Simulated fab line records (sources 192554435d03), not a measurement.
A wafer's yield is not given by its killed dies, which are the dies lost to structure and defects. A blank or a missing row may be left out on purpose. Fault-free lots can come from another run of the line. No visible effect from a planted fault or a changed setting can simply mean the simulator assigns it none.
fab line records	flow n5_finfet
record lots=9	wafers=27	last_day=19
route steps=1938 shown BEOL_M12@1636 BEOL_M13@1659 PASSIVATION@1936
lots with no fault: from the same line, run without faults
start_h: start of the lot's first displayed wafer, in hours after the record's first day	wait_h: hours since the lot's step before	" same as the row above	L1.1+2: a row that stands for several wafers	- no value present, or no start provided	* or withheld: withheld	< > ~ a bound
route shown NAME@n: NAME is a module with steps in the file, n the number in the route of the first one	usual: the fault-free wafers' mean and standard deviation	same: alike in all rows	chamber/n: place in a boat	sites: readings site by site	_std_site: the standard deviation of these	_edge_site: inner sites' mean taken away from outer sites' mean	radius_mm: for every site, how far away it sits from the centre of the wafer	mask NAME#n: copy n	behind: the last tool/chamber to shape the wafer	hold: cause of the lot's hold/its duration in hours/its outcome	device: whichever transistor did not switch (one of n, p or np)	end of line: the same wafers' tests at the end of the route	a step with no rows: only its recipe	killed: not the wafer's yield, but the dies lost to structure and defects at the first sort	map: shows each die of a wafer: x if killed, . if not, _ if none is there
set.NAME: the setting that was run; set.NAME@STEP: the one run at that earlier step	model.NAME: the simulator's own value behind a step, which no gauge read
steps of the route over a sample of lots; a table a step, a row a wafer
services: a tool's chamber out of use, with start hour (start_h, from the record's first day; less than 0 if before it), hours out, and reason
## steps
# step N5_BEOL_M12_ETCH_67
# recipe chemistry=CF4	target=SiARC	target_depth_a=1430	time_s=238.3	ion_energy_ev=80	pressure_mtorr=40	source_w=545	bias_w=36	Ar_flow_sccm=100	cf4_flow_sccm=100	ends=cleared
# usual drypump_motor_current_A=5.8/0.43	etch_rf_on_time_s=240/6.4	oes_product_au=0.69/0.086	rf_vpp_V=184.3/1.2	showerhead_plenum_p_Torr=2.16/0.076	throttle_valve_pct=15.58/0.27
lot.wafer	tool	chamber	start_h	wait_h	drypump_motor_current_A	etch_rf_on_time_s	oes_product_au	rf_hours_counter_h	rf_vpp_V	showerhead_plenum_p_Torr	throttle_valve_pct
L119.2	rie_diel-04	0	268.86	0.0	5.6	243	0.65	115	182.3	2.08	15.38
L119.5	"	1	"	"	5.3	250	0.58	-	183.6	2.21	16.12
L119.6	"	0	"	"	5.6	244	0.65	-	182.7	2.08	15.38
L124.1	rie_diel-05	3	291.35	0.0	6.1	241	0.61	205	184.6	2.13	15.83
L124.4	"	1	"	"	6.5	235	0.80	12	185.2	2.28	15.45
L124.5	"	2	"	"	5.5	238	0.60	-	184.7	2.19	15.57
L127.3	rie_diel-05	2	319.38	0.0	5.5	237	0.60	247	183.4	2.19	15.58
L127.5	"	1	"	"	6.5	236	0.77	-	184.6	2.27	15.46
L127.6	"	3	"	"	6.1	240	0.61	-	184.7	2.12	15.83
L128.2	rie_diel-05	0	325.17	0.0	5.6	244	0.85	0	183.0	2.11	15.59
L128.3	"	3	"	"	6.1	243	0.60	219	183.0	2.12	15.84
L128.4	"	1	"	"	6.5	237	0.77	-	186.5	2.27	15.47
L129.1	rie_diel-02	1	348.22	0.0	5.8	240	0.84	0	184.6	2.18	15.37
L129.4	"	0	"	"	5.8	240	0.73	48	185.7	2.26	15.24
L129.5	"	0	"	"	5.8	238	0.73	-	186.3	2.26	15.25
L132.4	rie_diel-05	2	354.70	0.0	5.5	238	0.81	3	184.0	2.19	15.08
L132.5	"	2	"	"	5.5	241	0.81	-	183.6	2.19	15.07
L132.6	"	3	"	"	6.1	241	0.60	-	183.7	2.12	15.85
L133.2	rie_diel-04	3	364.87	0.0	5.7	239	0.78	17	185.5	2.19	15.71
L133.3	"	1	"	"	5.3	254	0.76	14	184.3	2.20	15.71
L133.4	"	1	"	"	5.3	252	0.76	-	186.2	2.20	15.71
L134.1	rie_diel-05	2	369.44	0.0	5.5	238	0.80	10	185.1	2.18	15.09
L134.5	"	1	"	"	6.5	239	0.74	-	184.6	2.27	15.50
L134.6	"	0	"	"	5.6	248	0.79	-	184.9	2.10	15.60
L142.3	rie_diel-02	1	408.32	0.0	5.8	238	0.78	14	184.4	2.18	15.39
L142.4	"	3	"	"	4.9	228	0.75	51	183.8	2.09	15.35
L142.5	"	2	"	"	6.4	230	0.65	-	185.2	2.23	15.68
# step N5_BEOL_M12_STRIP_37
# recipe chemistry=N2/H2	power_w=1000	temp_c=250	h2_frac=0.65	overash_fraction=0.3	pressure_mtorr=withheld	n2_flow_sccm=1750	h2_flow_sccm=3250
# usual drypump_motor_current_A=5.85/0.23	heater_power_w=335/25	oes_product_au=0.791/0.01
lot.wafer	tool	chamber	start_h	wait_h	drypump_motor_current_A	heater_power_w	oes_product_au	rf_hours_counter_h
L119.2	plasma_asher-02	0	269.39	0.0	6.23	324	0.789	80
L119.5	"	0	"	"	6.22	332	0.787	-
L119.6	"	1	"	"	5.67	380	0.795	-
L124.1	plasma_asher-01	0	291.87	0.0	5.91	338	0.792	122
L124.4	"	1	"	"	5.66	308	0.801	-
L124.5	"	1	"	"	5.65	312	0.795	-
L127.3	plasma_asher-01	0	319.92	0.1	5.82	328	0.787	-
L127.5	"	1	"	"	5.66	317	0.779	-
L127.6	"	0	"	"	5.86	320	0.820	-
L128.2	plasma_asher-02	0	325.69	0.0	6.26	323	0.783	91
L128.3	"	1	"	"	5.68	377	0.774	-
L128.4	"	0	"	"	6.23	324	0.812	-
L129.1	plasma_asher-01	1	348.74	0.0	5.66	312	0.785	132
L129.4	"	0	"	"	5.85	322	0.783	-
L129.5	"	0	"	"	5.87	327	0.791	-
L132.4	plasma_asher-01	1	355.24	0.1	5.66	311	0.780	-
L132.5	"	1	"	"	5.66	315	0.800	-
L132.6	"	0	"	"	5.85	323	0.800	-
L133.2	plasma_asher-01	1	365.40	0.0	5.65	313	0.802	135
L133.3	"	1	"	"	5.64	311	0.781	-
L133.4	"	0	"	"	5.86	324	0.797	-
L134.1	plasma_asher-01	1	369.96	0.0	5.65	320	0.805	137
L134.5	"	0	"	"	5.85	331	0.781	-
L134.6	"	1	"	"	5.65	312	0.797	-
L142.3	plasma_asher-02	1	408.86	0.1	5.69	375	0.789	-
L142.4	"	0	"	"	6.26	329	0.794	-
L142.5	"	1	"	"	5.67	375	0.793	-
# step N5_BEOL_M12_ETCH_38
# recipe chemistry=CF4/N2	target=SiCN	target_depth_a=687	taper_deg=2	time_s=73.4	ion_energy_ev=150	mask_material=SiO2	pressure_mtorr=40	source_w=430	bias_w=70	Ar_flow_sccm=100	cf4_flow_sccm=60	n2_flow_sccm=60
# usual drypump_motor_current_A=5.7/0.43	oes_product_au=0.81/0.11	rf_vpp_V=382.8/2.1	showerhead_plenum_p_Torr=2.23/0.081	throttle_valve_pct=15.38/0.3
lot.wafer	tool	chamber	start_h	wait_h	drypump_motor_current_A	oes_product_au	rf_hours_counter_h	rf_vpp_V	showerhead_plenum_p_Torr	throttle_valve_pct
L119.2	rie_diel-04	2	271.16	-	6.1	0.72	221	378.2	2.10	15.43
L119.5	"	2	"	"	6.0	0.72	-	380.8	2.10	15.42
L119.6	"	1	"	"	5.3	0.67	-	383.8	2.28	15.94
L124.1	rie_diel-02	0	293.02	-	5.8	0.90	24	385.3	2.34	15.03
L124.4	"	0	"	"	5.8	0.90	-	386.5	2.34	15.03
L124.5	"	1	"	"	5.8	0.67	-	385.0	2.26	15.73
L127.3	rie_diel-02	3	322.31	-	4.9	0.98	9	381.8	2.17	15.11
L127.5	"	2	"	"	6.4	0.79	-	385.4	2.31	15.47
L127.6	"	0	"	"	5.8	0.88	-	384.9	2.34	15.02
L128.2	rie_diel-02	3	330.46	-	4.9	0.95	12	381.6	2.17	15.12
L128.3	"	0	"	"	5.8	0.88	-	385.8	2.33	15.06
L128.4	"	3	"	"	4.9	0.95	-	380.8	2.17	15.13
L129.1	rie_diel-05	1	349.00	-	6.5	0.90	29	386.3	2.34	15.30
L129.4	"	2	"	"	5.5	0.99	0	383.0	2.26	14.90
L129.5	"	3	"	"	6.1	0.71	-	382.0	2.18	15.68
L132.4	rie_diel-04	0	355.34	-	5.6	0.74	144	379.4	2.12	15.20
L132.5	"	0	"	"	5.6	0.73	-	380.1	2.12	15.22
L132.6	"	1	"	"	5.3	0.90	-	383.3	2.27	15.53
L133.2	rie_diel-05	2	365.88	-	5.5	0.95	8	384.3	2.25	14.91
L133.3	"	3	"	"	6.1	0.69	232	382.2	2.18	15.71
L133.4	"	1	"	"	6.5	0.87	38	384.7	2.33	15.32
L134.1	rie_diel-02	0	371.04	-	5.8	0.83	60	384.6	2.32	15.08
L134.5	"	2	"	"	6.4	0.77	-	385.7	2.31	15.50
L134.6	"	3	"	"	4.9	0.90	-	382.2	2.16	15.17
L142.3	rie_diel-02	2	409.61	-	6.4	0.76	152	385.0	2.30	15.52
L142.4	"	0	"	"	5.8	0.83	76	384.8	2.32	15.12
L142.5	"	2	"	"	6.4	0.76	-	382.8	2.30	15.52
# step N5_BEOL_M13_ILD_DEP_00
# recipe material=SiOC	target_thk_a=8379.2	temp_c=350	precursor=DEMS/O2	pressure_torr=5	rf_w=500	time_s=166.4
# usual heater_power_outer_w=225/36	heater_power_w=435/47	showerhead_plenum_p_Torr=5.691/0.013	throttle_valve_pct=12.1/0.42
lot.wafer	tool	chamber	start_h	wait_h	heater_power_outer_w	heater_power_w	showerhead_plenum_p_Torr	throttle_valve_pct
L119.2	pecvd-04	1	273.66	0.0	233	462	5.705	12.3
L119.5	"	0	"	"	208	405	5.681	12.0
L119.6	"	2	"	"	219	418	5.693	11.6
L124.1	pecvd-04	0	297.37	0.0	219	424	5.683	11.9
L124.4	"	0	"	"	227	434	5.696	11.9
L124.5	"	2	"	"	184	383	5.692	11.9
L127.3	pecvd-04	1	324.24	0.0	236	453	5.710	12.2
L127.5	"	0	"	"	205	408	5.679	11.8
L127.6	"	2	"	"	219	428	5.681	11.4
L128.2	pecvd-04	2	332.17	0.0	218	419	5.687	11.3
L128.3	"	0	"	"	168	355	5.681	12.1
L128.4	"	2	"	"	154	340	5.696	11.6
L129.1	pecvd-04	0	350.48	0.0	159	345	5.677	11.8
L129.4	"	2	"	"	209	417	5.691	11.7
L129.5	"	0	"	"	187	387	5.688	12.1
L132.4	pecvd-02	1	356.97	0.1	230	428	5.693	12.9
L132.5	"	2	"	"	221	442	5.695	12.0
L132.6	"	0	"	"	204	409	5.669	12.6
L133.2	pecvd-03	1	367.54	0.0	306	520	5.697	11.9
L133.3	"	2	"	"	272	478	5.692	11.8
L133.4	"	0	"	"	226	451	5.699	12.2
L134.1	pecvd-03	2	374.40	0.0	227	419	5.696	11.7
L134.5	"	1	"	"	282	495	5.693	12.0
L134.6	"	0	"	"	175	359	5.700	12.2
L142.3	pecvd-02	1	412.23	0.1	244	448	5.685	12.8
L142.4	"	2	"	"	222	447	5.684	12.2
L142.5	"	2	"	"	235	460	5.682	11.9
# step N5_BEOL_M13_THK_MEAS_01
# recipe reads=SiOC_of_BEOL_M13_ILD_DEP_00
# usual M13_ILD_THK=837/9.9
lot.wafer	tool	chamber	start_h	wait_h	M13_ILD_THK[nm]
L119.2	film_metro-01	-	273.81	0.1	824
L119.5	"	-	"	"	832
L119.6	"	-	"	"	845
L124.1	film_metro-01	-	297.52	0.1	812
L124.4	"	-	"	"	837
L124.5	"	-	"	"	837
L127.3	film_metro-01	-	324.39	0.1	567
L127.5	"	-	"	"	580
L127.6	"	-	"	"	584
L128.2	film_metro-02	-	332.32	0.1	578
L128.3	"	-	"	"	561
L128.4	"	-	"	"	586
L129.1	film_metro-01	-	350.63	0.1	568
L129.4	"	-	"	"	574
L129.5	"	-	"	"	572
L132.4	film_metro-01	-	357.06	0.0	862
L132.5	"	-	"	"	850
L132.6	"	-	"	"	859
L133.2	film_metro-02	-	367.69	0.1	836
L133.3	"	-	"	"	832
L133.4	"	-	"	"	839
L134.1	film_metro-02	-	374.55	0.1	816
L134.5	"	-	"	"	848
L134.6	"	-	"	"	827
L142.3	film_metro-01	-	412.38	0.1	842
L142.4	"	-	"	"	846
L142.5	"	-	"	"	855
# step N5_BEOL_M13_STRIP_63
# recipe chemistry=N2/H2	power_w=1000	temp_c=250	h2_frac=0.65	overash_fraction=0.3	pressure_mtorr=1000	n2_flow_sccm=1750	h2_flow_sccm=3250
# usual drypump_motor_current_A=5.91/0.27	heater_power_w=344/27	oes_product_au=0.675/0.0047	strip_time_to_endpoint_s=28.2/1.1
lot.wafer	tool	chamber	start_h	wait_h	drypump_motor_current_A	heater_power_w	oes_product_au	rf_hours_counter_h	strip_time_to_endpoint_s
L119.2	plasma_asher-02	1	274.73	-	5.67	378	0.674	81	30.7
L119.5	"	1	"	"	5.69	375	0.683	-	29.6
L119.6	"	0	"	"	6.23	321	0.670	-	26.9
L124.1	plasma_asher-02	1	298.24	-	5.70	384	0.676	86	29.8
L124.4	"	1	"	"	5.67	377	0.668	-	27.6
L124.5	"	0	"	"	6.26	329	0.672	-	28.3
L127.3	plasma_asher-02	0	325.22	-	6.22	331	0.705	-	49.9
L127.5	"	0	"	"	6.23	329	0.698	-	49.1
L127.6	"	1	"	"	5.70	374	0.704	-	48.8
L128.2	plasma_asher-02	0	333.16	-	6.26	325	0.695	92	49.6
L128.3	"	1	"	"	5.67	375	0.703	-	50.9
L128.4	"	0	"	"	6.26	323	0.699	-	48.5
L129.1	plasma_asher-01	0	351.47	-	5.87	325	0.700	132	48.9
L129.4	"	1	"	"	5.66	313	0.702	-	49.7
L129.5	"	0	"	"	5.85	325	0.697	-	50.1
L132.4	plasma_asher-02	0	357.85	-	6.24	332	0.665	-	26.2
L132.5	"	0	"	"	6.26	326	0.675	-	27.3
L132.6	"	1	"	"	5.69	377	0.676	-	27.0
L133.2	plasma_asher-02	0	368.42	-	6.24	333	0.685	98	29.2
L133.3	"	1	"	"	5.68	383	0.676	-	27.5
L133.4	"	0	"	"	6.25	333	0.677	-	29.4
L134.1	plasma_asher-01	1	375.40	-	5.65	312	0.674	138	29.0
L134.5	"	0	"	"	5.87	326	0.674	-	27.7
L134.6	"	1	"	"	5.67	319	0.680	-	28.3
L142.3	plasma_asher-02	1	415.14	-	5.67	374	0.678	-	28.5
L142.4	"	0	"	"	6.27	311	0.680	-	26.9
L142.5	"	1	"	"	5.66	374	0.676	-	27.6
# step N5_PASSIVATION_PROBE_49
# usual defect_limited_yield=91.6/1.4	killed_at_M0_to_M3=35/10	killed_at_M4_up=13/4.8	killed_at_contacts=12/7.2	killed_at_front_end=36/12	killed_at_other=4/3.1	killed_dies=100/17	killed_open=66/13	killed_short=32/7.3	sort_bin_5_function=5.0/0.94	sort_bin_6_memory=3.1/0.67	sort_bin_8_speed=0.01/0.047	sort_n_pass=1080/17	sort_yield_pct=91.6/1.4
# same gross_dies=1180	killed_at_back_side=0	sort_bin_4_leakage[%]=0
lot.wafer	tool	chamber	start_h	wait_h	defect_limited_yield[%]	killed_at_M0_to_M3	killed_at_M4_up	killed_at_contacts	killed_at_front_end	killed_at_other	killed_dies	killed_open	killed_short	sort_bin_5_function[%]	sort_bin_6_memory[%]	sort_bin_8_speed[%]	sort_n_pass	sort_yield_pct[%]
L129.1	prober-01	-	389.60	0.0	91.5	37	7	13	39	4	100	61	39	4.6	3.6	0	1080	91.5
L129.4	prober-01	-	389.75	0.2	91.2	31	7	8	52	6	104	68	36	5.3	3.2	0	1076	91.2
L129.5	prober-01	-	389.80	0.2	92.0	30	25	12	26	1	94	65	29	5.0	2.9	0.17	1084	91.9
# killed by level:class
L129.1 BEOL_M0_SAQP:geometric_particle:open=9 BEOL_M0_SAQP:geometric_particle:short=9 FIN_SAQP:geometric_particle:short=8 MOL_CONTACT_COAG:geometric_particle:open=8 BEOL_M1:geometric_particle:open=8 FIN_SAQP:geometric_particle:open=7 STI_FIN_REVEAL:geometric_particle:open=7 MOL_CONTACT_COAG:geometric_particle:short=5
L129.4 STI_FIN_REVEAL:geometric_particle:open=16 DUMMY_GATE:geometric_particle:open=9 BEOL_M1:geometric_particle:open=9 MOL_CONTACT_COAG:geometric_particle:open=8 BEOL_M0_SAQP:geometric_particle:short=7 FIN_SAQP:geometric_particle:short=5 FIN_SAQP:geometric_particle:open=5 STI_FIN_REVEAL:geometric_particle:short=3
L129.5 BEOL_M1:geometric_particle:open=11 MOL_CONTACT_COAG:geometric_particle:open=9 BEOL_M4:geometric_particle:open=9 DUMMY_GATE:geometric_particle:open=6 FIN_SAQP:geometric_particle:open=5 BEOL_M0_SAQP:geometric_particle:short=5 BEOL_M2:geometric_particle:open=5 FIN_SAQP:geometric_particle:short=4
## services
tool	chamber	start_h	hours	kind
pecvd-02	2	245.18	15.3	repair
plasma_asher-01	-	254.54	0.9	repair
plasma_asher-01	-	258.58	3.7	repair
rie_diel-02	-	268.92	2.8	pm
rie_diel-02	3	279.76	-	clean
rie_diel-02	3	279.76	-	consumable_replace:focus_ring
pecvd-02	1	291.84	19.8	repair
rie_diel-05	2	293.30	10.5	repair
rie_diel-05	-	300.33	0.8	repair
rie_diel-02	0	304.01	13.7	repair
pecvd-03	0	308.66	4.7	repair
rie_diel-04	-	328.22	20.3	repair
rie_diel-02	2	329.23	17.8	repair
rie_diel-05	-	333.67	14.6	pm
pecvd-03	-	337.93	0.8	pm
rie_diel-05	0	359.71	4.8	repair
rie_diel-04	3	360.47	4.1	repair
rie_diel-02	1	377.18	19.5	repair
pecvd-03	-	387.26	2.8	pm
pecvd-02	0	388.25	6.3	repair
pecvd-03	-	391.91	1.8	repair
rie_diel-04	1	399.45	5.4	repair
pecvd-02	-	404.61	0.9	repair
rie_diel-02	3	410.07	7.9	repair
## key
first_sign step=N5_BEOL_M13_THK_MEAS_01	reading=M13_ILD_THK	direction=down	sigmas=26	usual=837	struck=575
effect step=N5_BEOL_M13_STRIP_63	reading=strip_time_to_endpoint_s	direction=up	sigmas=20	usual=*	struck=*
met_at N5_BEOL_M13_ILD_DEP_00
struck_lots L127,L128,L129
not_acting_at N5_BEOL_M12_ETCH_67,N5_BEOL_M12_STRIP_37,N5_BEOL_M12_ETCH_38
onset_between 297.37 324.24
fault kind=process_parameter_drift	tool=pecvd-04	chamber=-	onset_h=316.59	steps=N5_BEOL_M13_ILD_DEP_00	channel=target_thk_a	offset=*	shape=step	end_h=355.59	acts_in=*	stated=*
